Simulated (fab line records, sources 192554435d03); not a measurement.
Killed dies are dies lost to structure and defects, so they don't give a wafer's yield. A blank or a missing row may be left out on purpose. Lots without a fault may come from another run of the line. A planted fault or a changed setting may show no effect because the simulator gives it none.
fab line records | flow n5_finfet | part 1 of 2: steps 1 to 24 of 38
record lots=5 wafers=15 last_day=17
route steps=1938 shown BEOL_M7@1309 BEOL_M8@1332
lots that met no fault: from a run of the same line without faults
start_h: hours from the record's first day to the start of the lot's first wafer shown | wait_h: hours since the lot's step before | " the same as in the row above | L1.1+2: a row that stands for several wafers | - no value, or no start given | * or withheld: withheld | < > ~ a bound
route shown NAME@n: a module of which the file shows steps, and the number in the route of the first | usual: mean/standard deviation of fault-free wafers | same: alike in all rows | chamber/n: place in a boat | sites: the reading at each site | _std_site: their standard deviation | _edge_site: outer sites' mean less inner sites' | radius_mm: how far each site lies from the wafer's centre | mask NAME#n: copy n | behind: the tool/chamber that last shaped the wafer | hold: why the lot was held/for how many hours/how that ended | device: the transistor (n, p or np) that didn't switch | end of line: the same wafers' tests at the end of the route | a step without rows: its recipe alone | killed: dies lost to structure and defects at the first sort, not the wafer's yield | map: a wafer's dies, x killed, . not, _ none there
set.NAME: the setting as run; set.NAME@STEP: as run at that earlier step | model.NAME: the simulator's own value behind a step, which no gauge read
lots at some steps of the route; a table a step, a row a wafer
services: from which hour (start_h, from the record's first day; less than 0 if before it) a tool's chamber was out of use, for how many hours, and why
## steps
# step N5_BEOL_M7_ETCH_41
# recipe chemistry=CH3F/O2 target=SiCN target_depth_a=319 taper_deg=2 time_s=57.8 ion_energy_ev=120 mask_material=TiN pressure_mtorr=30 source_w=395 bias_w=75 Ar_flow_sccm=150 CH3F_flow_sccm=30 O2_flow_sccm=20
# usual drypump_motor_current_A=5.4/0.46 oes_product_au=0.81/0.08 rf_vpp_V=297.4/1.7 showerhead_plenum_p_Torr=2.00/0.068 throttle_valve_pct=16.33/0.27
# columns lot.wafer tool chamber start_h wait_h drypump_motor_current_A oes_product_au rf_hours_counter_h rf_vpp_V showerhead_plenum_p_Torr throttle_valve_pct
L081.1 rie_diel-03 2 - - 5.1 0.79 121 298.4 2.02 16.41
L081.4 " 1 " " 5.6 0.71 215 297.9 1.97 16.55
L081.6 " 3 " " 6.2 0.81 - 296.3 1.96 16.45
L083.1 rie_diel-01 1 - - 5.1 0.70 193 295.9 1.92 16.84
L083.2 " 0 " " 5.3 0.91 25 300.9 2.10 16.11
L083.6 " 0 " " 5.3 0.91 - 299.7 2.10 16.11
L086.4 rie_diel-01 3 - - 5.6 0.90 38 298.3 2.05 16.00
L086.5 " 3 " " 5.6 0.90 - 297.9 2.05 15.99
L086.6 " 2 " " 5.4 0.87 - 295.2 1.93 16.03
L085.2 rie_diel-01 3 - - 5.6 0.89 42 298.6 2.05 15.99
L085.3 " 1 " " 5.1 0.71 204 295.7 1.92 16.84
L085.5 " 2 " " 5.4 0.85 - 297.3 1.92 16.03
L089.1 rie_diel-03 2 - - 5.1 0.79 133 296.7 2.01 16.42
L089.4 " 0 " " 5.0 0.88 51 299.3 2.11 16.11
L089.5 " 3 " " 6.2 0.81 - 296.3 1.96 16.47
# step N5_BEOL_M7_STRIP_80
# recipe chemistry=N2/H2 time_s=10 power_w=450 temp_c=40 pressure_mtorr=20 rf_frequency_hz=6e+07 bias_power_w=7 n2_flow_sccm=200 h2_flow_sccm=200
# usual drypump_motor_current_A=5.4/0.45 oes_product_au=0.81/0.079 rf_vpp_V=59.0/0.87 showerhead_plenum_p_Torr=2.53/0.086 throttle_valve_pct=23.6/0.38
# columns lot.wafer tool chamber start_h wait_h drypump_motor_current_A oes_product_au rf_hours_counter_h rf_vpp_V showerhead_plenum_p_Torr throttle_valve_pct
L081.1 rie_diel-03 2 - - 5.1 0.81 121 58.9 2.56 23.5
L081.4 " 1 " " 5.6 0.71 215 59.4 2.51 24.0
L081.6 " 3 " " 6.2 0.81 - 58.3 2.47 23.6
L083.1 rie_diel-01 1 - - 5.1 0.71 193 58.1 2.40 24.2
L083.2 " 0 " " 5.4 0.93 25 60.0 2.69 23.5
L083.6 " 0 " " 5.4 0.93 - 60.5 2.69 23.5
L086.4 rie_diel-01 3 - - 5.6 0.89 39 58.2 2.56 23.0
L086.5 " 3 " " 5.6 0.89 - 57.4 2.56 23.0
L086.6 " 2 " " 5.5 0.86 - 59.2 2.45 23.5
L085.2 rie_diel-01 3 - - 5.6 0.88 42 59.5 2.55 22.9
L085.3 " 1 " " 5.1 0.71 204 59.0 2.40 24.2
L085.5 " 2 " " 5.4 0.86 - 58.3 2.45 23.5
L089.1 rie_diel-03 2 - - 5.1 0.79 133 58.8 2.55 23.6
L089.4 " 0 " " 5.0 0.87 51 59.3 2.65 23.1
L089.5 " 3 " " 6.2 0.80 - 59.8 2.46 23.7
# step N5_BEOL_M7_OCD_MEAS_38
# usual trench_depth_nm=93.6/2.1
# columns lot.wafer tool chamber start_h wait_h trench_depth_nm
L081.1 ocd-02 - 241.52 - 94.1
L081.4 " - " " 93.7
L081.6 " - " " 92.4
L083.1 ocd-02 - 264.55 - 91.0
L083.2 " - " " 97.8
L083.6 " - " " 95.9
L086.4 ocd-01 - 283.47 - 98.5
L086.5 " - " " 98.3
L086.6 " - " " 93.7
L085.2 ocd-01 - 290.08 - 97.1
L085.3 " - " " 89.2
L085.5 " - " " 92.5
L089.1 ocd-02 - 318.56 - 93.0
L089.4 " - " " 92.6
L089.5 " - " " 93.8
# step N5_BEOL_M7_HM_STRIP_39
# recipe chemistry=peroxide_tin_strip material=TiN target_depth_a=250 temp_c=50 time_s=158
# columns lot.wafer tool chamber start_h wait_h
L081.1+4+6 wet_bench-05 6,5,0 241.55 0.0
L083.1+2+6 wet_bench-03 4,0,5 264.58 0.0
L086.4+5+6 wet_bench-05 3,5,0 283.50 0.0
L085.2+3+5 wet_bench-01 3,1,7 290.11 0.0
L089.1+4+5 wet_bench-01 0,3,6 318.59 0.0
# step N5_BEOL_M7_SRD_40
# recipe time_s=30 temp_c=23 rinse_liquid=diw dry=ipa_marangoni
# columns lot.wafer tool chamber start_h wait_h
L081.1+4+6 wet_bench-05 6,5,0 241.60 0.0
L083.1+2+6 wet_bench-03 4,0,5 264.63 0.0
L086.4+5+6 wet_bench-05 3,5,0 283.55 0.0
L085.2+3+5 wet_bench-01 3,1,7 290.16 0.0
L089.1+4+5 wet_bench-01 0,3,6 318.63 0.0
# step N5_BEOL_M7_PRECLEAN_42
# recipe chemistry=residue_remover time_s=60 temp_c=40
# columns lot.wafer tool chamber start_h wait_h
L081.1+4+6 wet_bench-05 6,5,0 241.61 0.0
L083.1+2+6 wet_bench-03 4,0,5 264.65 0.0
L086.4+5+6 wet_bench-05 3,5,0 283.57 0.0
L085.2+3+5 wet_bench-01 3,1,7 290.18 0.0
L089.1+4+5 wet_bench-01 0,3,6 318.65 0.0
# step N5_BEOL_M7_SRD_43
# recipe time_s=30 temp_c=23 rinse_liquid=diw dry=ipa_marangoni
# columns lot.wafer tool chamber start_h wait_h
L081.1+4+6 wet_bench-05 6,5,0 241.63 0.0
L083.1+2+6 wet_bench-03 4,0,5 264.67 0.0
L086.4+5+6 wet_bench-05 3,5,0 283.58 0.0
L085.2+3+5 wet_bench-01 3,1,7 290.19 0.0
L089.1+4+5 wet_bench-01 0,3,6 318.67 0.0
# step N5_BEOL_M7_CD_MEAS_35
# recipe target_cd_nm=40 polarity=opening
# usual cd_nm=40.2/0.75
# columns lot.wafer tool chamber start_h wait_h cd_nm
L081.1 cd_sem-02 - 241.67 0.0 39.3
L081.4 " - " " 39.6
L081.6 " - " " 39.3
L083.1 cd_sem-02 - 264.71 0.0 38.9
L083.2 " - " " 40.3
L083.6 " - " " 40.1
L086.4 cd_sem-01 - 283.63 0.0 40.5
L086.5 " - " " 40.1
L086.6 " - " " 40.0
L085.2 cd_sem-01 - 290.24 0.0 40.7
L085.3 " - " " 39.5
L085.5 " - " " 40.2
L089.1 cd_sem-02 - 318.71 0.0 40.5
L089.4 " - " " 40.4
L089.5 " - " " 40.9
# step N5_BEOL_M7_CURE_75
# recipe temp_c=370 time_s=120 ambient=DMADMS/He material=SiCOH_lowk
# usual lamp_power_pct=52.31/0.056 wafer_temp_C_max=371.8/0.61
# columns lot.wafer tool chamber start_h wait_h lamp_power_pct wafer_temp_C_max
L081.1 uv_cure-02 0 241.71 0.0 52.35 372.4
L081.4 " 0 " " 52.27 372.2
L081.6 " 0 " " 52.21 372.4
L083.1 uv_cure-01 2 264.75 0.0 52.36 371.6
L083.2 " 2 " " 52.30 370.9
L083.6 " 2 " " 52.38 371.0
L086.4 uv_cure-03 0 283.97 0.3 52.32 371.0
L086.5 " 0 " " 52.41 371.4
L086.6 " 0 " " 52.27 371.4
L085.2 uv_cure-03 1 290.33 0.1 52.34 371.8
L085.3 " 1 " " 52.41 372.4
L085.5 " 1 " " 52.33 371.7
L089.1 uv_cure-01 2 318.75 0.0 52.24 371.2
L089.4 " 2 " " 52.34 371.0
L089.5 " 2 " " 52.17 371.5
# step N5_BEOL_M7_DEGAS_44
# recipe ambient=vacuum temp_c=250 time_s=60
# usual heater_power_w=334/36
# columns lot.wafer tool chamber start_h wait_h heater_power_w
L081.1 pvd_sputter-03 - 242.13 0.4 304
L081.4 " - " " 316
L081.6 " - " " 318
L083.1 pvd_sputter-02 - 265.16 0.4 340
L083.2 " - " " 373
L083.6 " - " " 289
L086.4 pvd_sputter-03 - 284.45 0.4 320
L086.5 " - " " 348
L086.6 " - " " 321
L085.2 pvd_sputter-03 - 292.70 2.3 321
L085.3 " - " " 338
L085.5 " - " " 319
L089.1 pvd_sputter-03 - 319.10 0.3 346
L089.4 " - " " 315
L089.5 " - " " 320
# step N5_BEOL_M7_PRE_CLEAN_45
# recipe gas=H2/He time_s=30 temp_c=250
# usual heater_power_w=335/35
# columns lot.wafer tool chamber start_h wait_h heater_power_w
L081.1 pvd_sputter-03 - 242.17 0.0 325
L081.4 " - " " 318
L081.6 " - " " 317
L083.1 pvd_sputter-02 - 265.20 0.0 350
L083.2 " - " " 382
L083.6 " - " " 290
L086.4 pvd_sputter-03 - 284.49 0.0 313
L086.5 " - " " 333
L086.6 " - " " 317
L085.2 pvd_sputter-03 - 292.74 0.0 315
L085.3 " - " " 333
L085.5 " - " " 327
L089.1 pvd_sputter-03 - 319.14 0.0 341
L089.4 " - " " 322
L089.5 " - " " 324
# step N5_BEOL_M7_ALD_77
# recipe material=TaN target_thk_a=20 temp_c=275 ald_precursor_family=PDMAT ald_co_reactant=NH3 pressure_torr=3 carrier_flow_sccm=1500 pulse_time_s=2 purge_time_s=3 co_reactant_purge_time_s=2 co_reactant_pulse_time_s=3 ald_cycles=40 precursor_vessel_temp_c=75 precursor_vessel_pressure_torr=26.25 precursor_vessel_carrier_sccm=1000
# usual heater_power_w=430/49 mfc_carrier_sccm=1500/4.3
# same ald_cycles=40 co_reactant_pulse_time_s=3 pulse_time_s=2 purge_time_s=3
# columns lot.wafer tool chamber start_h wait_h heater_power_w mfc_carrier_sccm
L081.1 ald_metal-04 1 242.23 0.0 410 1496
L081.4 " 0 " " 542 1501
L081.6 " 1 " " 429 1498
L083.1 ald_metal-04 2 265.26 0.0 409 1500
L083.2 " 0 " " 520 1499
L083.6 " 0 " " 509 1500
L086.4 ald_metal-01 3 284.55 0.0 437 1498
L086.5 " 0 " " 468 1514
L086.6 " 1 " " 372 1504
L085.2 ald_metal-04 1 292.80 0.0 411 1497
L085.3 " 0 " " 517 1492
L085.5 " 3 " " 415 1501
L089.1 ald_metal-04 0 319.20 0.0 518 1502
L089.4 " 2 " " 400 1503
L089.5 " 3 " " 413 1502
# step N5_BEOL_M7_SURFACE_TREAT_79
# recipe gas=Ar time_s=* ion_energy_ev=* ion_current_ma_cm2=0.5 pressure_mtorr=* ar_flow_sccm=30
# usual pressure_mtorr=* throttle_valve_pct=*
# columns lot.wafer tool chamber start_h wait_h pressure_mtorr throttle_valve_pct
L081.1 pvd_sputter-02 - 242.75 0.4 * *
L081.4 " - " " * *
L081.6 " - " " * *
L083.1 pvd_sputter-02 - 265.64 0.2 * *
L083.2 " - " " * *
L083.6 " - " " * *
L086.4 pvd_sputter-03 - 285.11 0.4 * *
L086.5 " - " " * *
L086.6 " - " " * *
L085.2 pvd_sputter-01 - 293.11 0.2 * *
L085.3 " - " " * *
L085.5 " - " " * *
L089.1 pvd_sputter-02 - 319.56 0.2 * *
L089.4 " - " " * *
L089.5 " - " " * *
# step N5_BEOL_M7_CVD_78
# recipe material=Co target_thk_a=20 temp_c=withheld precursor=CCTBA/H2 pressure_torr=30 time_s=142.3
# columns lot.wafer tool chamber start_h wait_h
L081.1+4+6 cvd_co-02 0,1,0 243.04 0.3
L083.1+2+6 cvd_co-02 0,2,0 265.71 0.1
L086.4+5+6 cvd_co-02 2,0,1 285.44 0.3
L085.2+3+5 cvd_co-02 1,0,1 293.20 0.1
L089.1+4+5 cvd_co-01 0,2,1 319.67 0.1
# step N5_BEOL_M7_SPUTTER_48
# recipe material=Cu target_thk_a=100 temp_c=-20 bias_v=60 power_w=26000 chamber_pressure_pa=0.13 time_s=1.667
# usual cathode_dc_power_W=26000/4.5 throttle_valve_pct=30.2/0.7
# columns lot.wafer tool chamber start_h wait_h cathode_dc_power_W throttle_valve_pct
L081.1 pvd_sputter-03 - 244.29 1.2 25992 29.9
L081.4 " - " " 25997 29.5
L081.6 " - " " 25999 30.3
L083.1 pvd_sputter-03 - 265.95 0.2 25997 30.4
L083.2 " - " " 26000 29.9
L083.6 " - " " 25998 29.6
L086.4 pvd_sputter-02 - 285.95 0.5 26001 29.5
L086.5 " - " " 26003 30.5
L086.6 " - " " 26006 29.5
L085.2 pvd_sputter-03 - 293.31 0.1 26003 29.7
L085.3 " - " " 26000 29.2
L085.5 " - " " 25997 29.4
L089.1 pvd_sputter-01 - 319.81 0.1 25996 30.8
L089.4 " - " " 26002 29.4
L089.5 " - " " 26001 30.2
# step N5_BEOL_M7_ECD_50
# recipe material=Cu target_thk_a=3000
# columns lot.wafer tool chamber start_h wait_h
L081.1+4+6 ecd_cu-02 0,1,0 244.41 0.1
L083.1+2+6 ecd_cu-02 1,0,1 266.07 0.1
L086.4+5+6 ecd_cu-01 0,1,0 286.09 0.1
L085.2+3+5 ecd_cu-01 1,0,1 293.43 0.1
L089.1+4+5 ecd_cu-01 1,0,1 319.93 0.1
# step N5_BEOL_M7_ANNEAL_51
# recipe temp_c=225 time_s=90 ambient=N2
# usual wafer_temp_C_max=226.2/0.5
# columns lot.wafer tool chamber start_h wait_h wafer_temp_C_max
L081.1 rtp_anneal-02 0 244.55 0.1 227.4
L081.4 " 0 " " 226.4
L081.6 " 0 " " 226.7
L083.1 rtp_anneal-02 0 266.28 0.2 227.4
L083.2 " 0 " " 226.5
L083.6 " 0 " " 227.1
L086.4 rtp_anneal-01 0 286.29 0.2 225.7
L086.5 " 0 " " 225.7
L086.6 " 0 " " 225.7
L085.2 rtp_anneal-02 0 293.63 0.2 226.6
L085.3 " 0 " " 226.6
L085.5 " 0 " " 226.7
L089.1 rtp_anneal-01 0 320.96 1.0 225.8
L089.4 " 0 " " 225.8
L089.5 " 0 " " 226.0
# step N5_BEOL_M7_CMP_52
# recipe stop_on=SiCOH_lowk t_overpolish_s=6.9 down_force_psi=1 platen_rpm=50 clearing_platen_down_force_psi=1.5 clearing_platen_rpm=50 post_cmp_clean=cu_alkaline target_thk_nm=80 clearing_platen_pad_velocity_m_s=0.99484 pad_velocity_m_s=0.99484
# usual barrier_field_endpoint_s=28.6/0.91 head_pressure_psi=0.9999/0.0021 motor_current_A=6.1/0.47 overpolish_run_s=6.901/0.0085 time_to_endpoint_s=61/4.3
# columns lot.wafer tool chamber start_h wait_h barrier_field_endpoint_s head_pressure_psi motor_current_A overpolish_run_s time_to_endpoint_s
L081.4 cmp-03 3 244.89 0.2 29.9 1.0000 5.3 6.898 64
L081.1 " 1 " " 28.5 0.9974 6.5 6.903 60
L081.6 " 3 " " 29.4 0.9974 5.6 6.915 65
L083.1 cmp-04 2 266.57 0.3 27.6 1.0005 5.4 6.905 60
L083.2 " 3 " " 26.6 1.0010 6.0 6.904 51
L083.6 " 3 " " 26.7 1.0048 5.6 6.906 56
L086.4 cmp-03 3 286.61 0.3 30.0 1.0023 5.1 6.899 67
L086.5 " 0 " " 27.3 1.0021 5.8 6.905 56
L086.6 " 1 " " 28.6 1.0022 6.5 6.897 63
L085.3 cmp-03 3 293.88 0.2 29.2 0.9999 5.7 6.905 65
L085.2 " 2 " " 27.9 0.9974 5.8 6.876 57
L085.5 " 0 " " 28.0 0.9987 5.7 6.894 55
L089.1 cmp-04 2 321.26 0.3 29.2 1.0032 6.0 6.892 61
L089.4 " 3 " " 29.0 0.9986 5.9 6.921 59
L089.5 " 3 " " 29.0 1.0004 5.4 6.887 55
# step N5_BEOL_M7_THK_MEAS_53
# recipe thk_meas_gauge=xrf reads=Cu_of_BEOL_M7_ECD_50
# usual M7_THK=80.5/2.4
# columns lot.wafer tool chamber start_h wait_h M7_THK[nm]
L081.1 film_metro-01 - 245.15 - 82.8
L081.4 " - " " 82.3
L081.6 " - " " 81.8
L083.1 film_metro-01 - 266.87 - 77.6
L083.2 " - " " 83.5
L083.6 " - " " 81.0
L086.4 film_metro-01 - 286.79 - 86.2
L086.5 " - " " 84.1
L086.6 " - " " 82.7
L085.2 film_metro-01 - 294.17 - 84.7
L085.3 " - " " 77.6
L085.5 " - " " 78.6
L089.1 film_metro-01 - 321.55 - 80.2
L089.4 " - " " 78.7
L089.5 " - " " 78.7
# step N5_BEOL_M7_PRE_CLEAN_55
# recipe gas=NH3 time_s=15 temp_c=withheld rf_power_w=300
# columns lot.wafer tool chamber start_h wait_h
L081.1+4+6 pecvd-04 0,0,1 245.18 0.0
L083.1+2+6 pecvd-01 2,1,2 266.91 0.0
L086.4+5+6 pecvd-01 0,2,1 286.84 0.0
L085.2+3+5 pecvd-02 1,2,2 294.21 0.0
L089.1+4+5 pecvd-02 0,0,2 321.59 0.0
# step N5_BEOL_M7_DEP_56
# recipe material=SiCN target_thk_a=100 temp_c=withheld precursor=3MS/NH3 pressure_torr=3 rf_w=202 time_s=17.5
# usual showerhead_plenum_p_Torr=3.666/0.017 throttle_valve_pct=9.2/0.5
# columns lot.wafer tool chamber start_h wait_h showerhead_plenum_p_Torr throttle_valve_pct
L081.1 pecvd-04 0 245.21 0.0 3.662 9.9
L081.4 " 0 " " 3.669 9.9
L081.6 " 1 " " 3.670 10.1
L083.1 pecvd-01 2 266.93 0.0 3.630 8.8
L083.2 " 1 " " 3.666 10.0
L083.6 " 2 " " 3.638 8.7
L086.4 pecvd-01 0 286.87 0.0 3.661 9.1
L086.5 " 2 " " 3.640 8.9
L086.6 " 1 " " 3.675 9.7
L085.2 pecvd-02 1 294.24 0.0 3.674 9.2
L085.3 " 2 " " 3.687 8.9
L085.5 " 2 " " 3.693 9.1
L089.1 pecvd-02 0 321.61 0.0 3.681 8.8
L089.4 " 0 " " 3.677 8.8
L089.5 " 2 " " 3.693 9.0
# step N5_BEOL_M7_RS_MEAS_57
# recipe thk_meas_gauge=four-point-probe reads=Cu_of_BEOL_M7_ECD_50+Co_of_BEOL_M7_CVD_78+TaN_of_BEOL_M7_ALD_77
# usual M7_RS=0.287/0.0096
# columns lot.wafer tool chamber start_h wait_h M7_RS[ohm/sq]
L081.1 film_metro-01 - 245.28 0.1 0.280
L081.4 " - " " 0.281
L081.6 " - " " 0.285
L083.1 film_metro-02 - 267.00 0.1 0.298
L083.2 " - " " 0.275
L083.6 " - " " 0.284
L086.4 film_metro-01 - 286.92 0.0 0.267
L086.5 " - " " 0.275
L086.6 " - " " 0.281
L085.2 film_metro-01 - 294.31 0.1 0.273
L085.3 " - " " 0.304
L085.5 " - " " 0.300
L089.1 film_metro-02 - 321.68 0.1 0.288
L089.4 " - " " 0.293
L089.5 " - " " 0.293
# step N5_BEOL_M7_INSPECT_58
# recipe inspect_instrument=darkfield mode=post_dep
# usual raw_defect_count=74/25
# columns lot.wafer tool chamber start_h wait_h raw_defect_count
L081.1 defect_inspect-01 - 245.30 0.0 52
L081.4 " - " " 62
L081.6 " - " " 44
L083.1 defect_inspect-02 - 267.02 0.0 161
L083.2 " - " " 86
L083.6 " - " " 92
L086.4 defect_inspect-01 - 286.95 0.0 133
L086.5 " - " " 84
L086.6 " - " " 105
L085.2 defect_inspect-02 - 294.33 0.0 127
L085.3 " - " " 129
L085.5 " - " " 72
L089.1 defect_inspect-01 - 321.71 0.0 47
L089.4 " - " " 60
L089.5 " - " " 75
# step N5_BEOL_M8_ILD_DEP_00
# recipe material=SiCOH_lowk target_thk_a=1797.5 temp_c=300 precursor=DEMS/porogen pressure_torr=5 rf_w=500 time_s=33.4
# usual heater_power_w=323/58 showerhead_plenum_p_Torr=5.741/0.021 throttle_valve_pct=13.8/0.58
# columns lot.wafer tool chamber start_h wait_h heater_power_w showerhead_plenum_p_Torr throttle_valve_pct
L081.1 pecvd-02 0 245.34 0.0 299 5.751 13.6
L081.4 " 2 " " 327 5.777 13.8
L081.6 " 2 " " 323 5.772 13.9
L083.1 pecvd-01 2 267.06 0.0 377 5.718 13.6
L083.2 " 1 " " 197 5.751 15.7
L083.6 " 2 " " 383 5.707 13.5
L086.4 pecvd-03 1 287.01 0.1 404 5.724 13.1
L086.5 " 0 " " 321 5.732 13.8
L086.6 " 2 " " 468 5.756 13.3
L085.2 pecvd-01 0 294.37 0.0 316 5.724 14.0
L085.3 " 1 " " 244 5.750 15.4
L085.5 " 2 " " 349 5.699 13.4
L089.1 pecvd-01 1 321.74 0.0 219 5.743 15.3
L089.4 " 2 " " 363 5.713 13.7
L089.5 " 1 " " 229 5.759 15.1
